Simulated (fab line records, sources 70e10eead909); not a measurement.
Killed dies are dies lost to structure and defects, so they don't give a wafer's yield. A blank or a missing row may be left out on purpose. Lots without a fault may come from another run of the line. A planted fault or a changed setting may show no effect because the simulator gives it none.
Which tool did it? | flow nand_harc | 6 lots, 18 wafers sampled, at 4 steps of a route of 1302

WHAT THE GAUGES READ, wafer by wafer
NHARC_P_GATE_CD_MEAS_46: target cd 720 nm.
lot  | measured     | on        | cd_nm (nm)
L908 | day 6 01:05  | cd_sem-02 | 723.3 720.7 723.5
L910 | day 6 18:55  | cd_sem-02 | 721.3 721.0 723.1
L915 | day 8 21:28  | cd_sem-02 | 720.9 721.7 721.0
L926 | day 13 14:02 | cd_sem-01 | 719.7 718.8 718.9
L928 | day 14 01:29 | cd_sem-01 | 719.4 718.8 718.1
L930 | day 14 22:59 | cd_sem-01 | 718.4 719.0 719.8

WHICH TOOL RAN EACH LOT (tool, then ch and the chambers of the sampled wafers, then the start)
lot  | NHARC_P_GATE_HM_OPEN_105                      | NHARC_P_GATE_STRIP_108             | NHARC_P_GATE_EXPOSE_43
L908 | rie_diel-12 ch 1,3, day 5 13:50 or earlier    | rie_diel-12 ch 0,1,3, day 5 13:50  | krf_scanner-03 ch 0, day 6 00:55
L910 | rie_diel-12 ch 0,2,3, day 6 07:53 or earlier  | rie_diel-10 ch 1,3, day 6 07:53    | krf_scanner-03 ch 0, day 6 18:46
L915 | rie_diel-10 ch 0,2,3, day 8 08:14 or earlier  | rie_diel-10 ch 1,2,3, day 8 08:14  | krf_scanner-03 ch 0, day 8 21:19
L926 | rie_diel-10 ch 0,1,2, day 13 03:05 or earlier | rie_diel-02 ch 1,2, day 13 03:05   | krf_scanner-03 ch 0, day 13 13:52
L928 | rie_diel-10 ch 0,1, day 13 13:58 or earlier   | rie_diel-10 ch 0,1,3, day 13 13:58 | krf_scanner-02 ch 0, day 14 01:20
L930 | rie_diel-02 ch 1,2, day 14 11:58 or earlier   | rie_diel-10 ch 2,3, day 14 11:58   | krf_scanner-03 ch 0, day 14 22:49
- NHARC_P_GATE_HM_OPEN_105: chemistry O2/COS, target depth 360 nm.
- NHARC_P_GATE_STRIP_108: strips in O2.
- NHARC_P_GATE_EXPOSE_43: exposes mask P NSD, target cd 720 nm.

THE ANSWER, worked out from the rows above alone
Rule: what is usual is taken from the lots themselves. Put in order of their means at a reading, lots are off if they are a third of the lots or fewer, leave a main group of 4 or more, and stand apart from it by a gap of 3 or more times the standard deviation of the main group's means; of several such gaps the widest counts. A main group whose means are all the same, to the digits that the tables above print for the reading, isn't used. A lot without any number at a reading at which 4 lots or more have one is off too. The other lots that the step has rows for count as sound.
No lot is off at any reading shown: from this, nothing can be told.

WHAT THE SIMULATOR HAD PUT IN
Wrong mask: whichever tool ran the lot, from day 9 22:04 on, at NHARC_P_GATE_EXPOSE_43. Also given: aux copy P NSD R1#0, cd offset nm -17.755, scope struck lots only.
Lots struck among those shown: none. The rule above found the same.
